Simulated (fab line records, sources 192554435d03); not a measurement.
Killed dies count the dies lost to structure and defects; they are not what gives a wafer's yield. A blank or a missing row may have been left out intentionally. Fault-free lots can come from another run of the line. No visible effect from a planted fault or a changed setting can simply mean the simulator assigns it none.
Split-lot trial | flow n5 finfet | on a route of 1938 steps: 7 lots, 21 wafers read

## ON THE SPLIT
At N5_BEOL_M6_ETCH_66 (etches SOC in N2/H2, target depth 80 nm, overetch 16 nm, time 120 s), the setting bias w was moved away from the recipe's 150 W on 4 of the 21 wafers read, by -15.8% to +14.6%. All remaining wafers had this setting at the recipe value.

The reading is taken at the split's own step.

## THE READING
rf vpp V, in V, at N5_BEOL_M6_ETCH_66 (etches SOC in N2/H2, target depth 80 nm, overetch 16 nm, time 120 s). On this fab line, fault-free wafers typically give 523.6 V with a standard deviation of 2.4 V.

wafer  | tool, chamber at the split | bias w as run, W | against the recipe | rf vpp V, V | against lot-mates on the recipe
L075.3 | rie diel-03, 3             | 150              | recipe             | 523.3       | -
L075.4 | rie diel-03, 2             | 150              | recipe             | 519.9       | -
L075.6 | rie diel-03, 1             | 150              | recipe             | 526.2       | -
L076.2 | rie diel-01, 0             | 150              | recipe             | 525.8       | -
L076.3 | rie diel-01, 2             | 126.3            | -15.8%             | 468.8       | -58.7
L076.5 | rie diel-01, 3             | 150              | recipe             | 529.1       | -
L078.3 | rie diel-02, 0             | 166.5            | +11.0%             | 559.4       | +40.6
L078.4 | rie diel-02, 1             | 150              | recipe             | 518.8       | -
L078.6 | rie diel-02, 2             | 166.5            | +11.0%             | 560.4       | +41.6
L081.1 | rie diel-03, 1             | 150              | recipe             | 525.2       | -
L081.2 | rie diel-03, 2             | 150              | recipe             | 521.5       | -
L081.5 | rie diel-03, 0             | 150              | recipe             | 522.2       | -
L086.1 | rie diel-03, 0             | 150              | recipe             | 520.9       | -
L086.2 | rie diel-03, 1             | 150              | recipe             | 525.2       | -
L086.4 | rie diel-03, 2             | 150              | recipe             | 519.9       | -
L087.1 | rie diel-01, 2             | 150              | recipe             | 523.5       | -
L087.3 | rie diel-01, 3             | 150              | recipe             | 528.5       | -
L087.4 | rie diel-01, 1             | 150              | recipe             | 522.7       | -
L096.3 | rie diel-01, 1             | 171.9            | +14.6%             | 568.6       | +44.3
L096.4 | rie diel-01, 3             | 150              | recipe             | 527.0       | -
L096.5 | rie diel-01, 1             | 150              | recipe             | 521.6       | -

THE FIT
A straight line over all 21 wafers: rf vpp V changes by +3.3 V for each +1% of bias w; r = +0.99; the points scatter about the line by 3 V.
The same after taking each lot's own level away (the mean of its wafers on the recipe; 21 wafers): +3.52 V for each +1%; r = +0.99; scatter 2.8 V.
Per that fit: largest bias w move, reading shift of 56 V.
The span of the lots' own levels, 518.80 to 527.45 V, comes to 3.6 times the standard deviation stated above.
The two slopes are in agreement: the lot-to-lot level therefore moves the slope only a little.
Check: for one of the wafers moved furthest among these (-15.8%), held out of the fit, the line's prediction against its lot-mates is -53.6 V. It came out at -58.7 V against them.
Tool readings at the split's step, against how far the setting was moved: rf vpp V r = +0.99.

## THESE WAFERS: OTHER SPLITS
Before the reading, these wafers also passed through other splits. Each is held against what the fit with the lots' levels taken away leaves over:
other split on the same wafers    | wafers away from the commonest value | r with rf vpp V (lot level and that fit taken away)
N5_BEOL_M0_ETCH_109 bias w        | 8                                    | -0.02
N5_BEOL_M1_HM_DEP_02 target thk a | 7                                    | -0.15
N5_BEOL_M1_COAT_61 spin rpm       | 7                                    | +0.10
N5_BEOL_M1_DEP_57 time s          | 8                                    | +0.12
N5_BEOL_M3_COAT_67 spin rpm       | 3                                    | +0.14
N5_BEOL_M3_COAT_22 spin rpm       | 5                                    | +0.00
N5_BEOL_M5_COAT_66 spin rpm       | 8                                    | -0.50
N5_BEOL_M5_COAT_22 spin rpm       | 10                                   | +0.25

## THE WHOLE CHAIN: every reading that the file lists as answering this split, in the file's order
step               | what it does                                                        | reading                                                                          | change (the file's fit)                | r (the file's)
N5_BEOL_M6_ETCH_66 | etches SOC in N2/H2, target depth 80 nm, overetch 16 nm, time 120 s | rf vpp V                                                                         | +3.47 V for each +1% of the setting    | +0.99
N5_BEOL_M6_ETCH_66 | etches SOC in N2/H2, target depth 80 nm, overetch 16 nm, time 120 s | SiARC_of_BEOL_M6_COAT_64.thk nm (the simulator's own value, which no gauge read) | -0.0753 nm for each +1% of the setting | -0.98

## THE FILE'S OWN FIT
rf vpp V changes by +3.47 V for each +1% of bias w, r = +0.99.
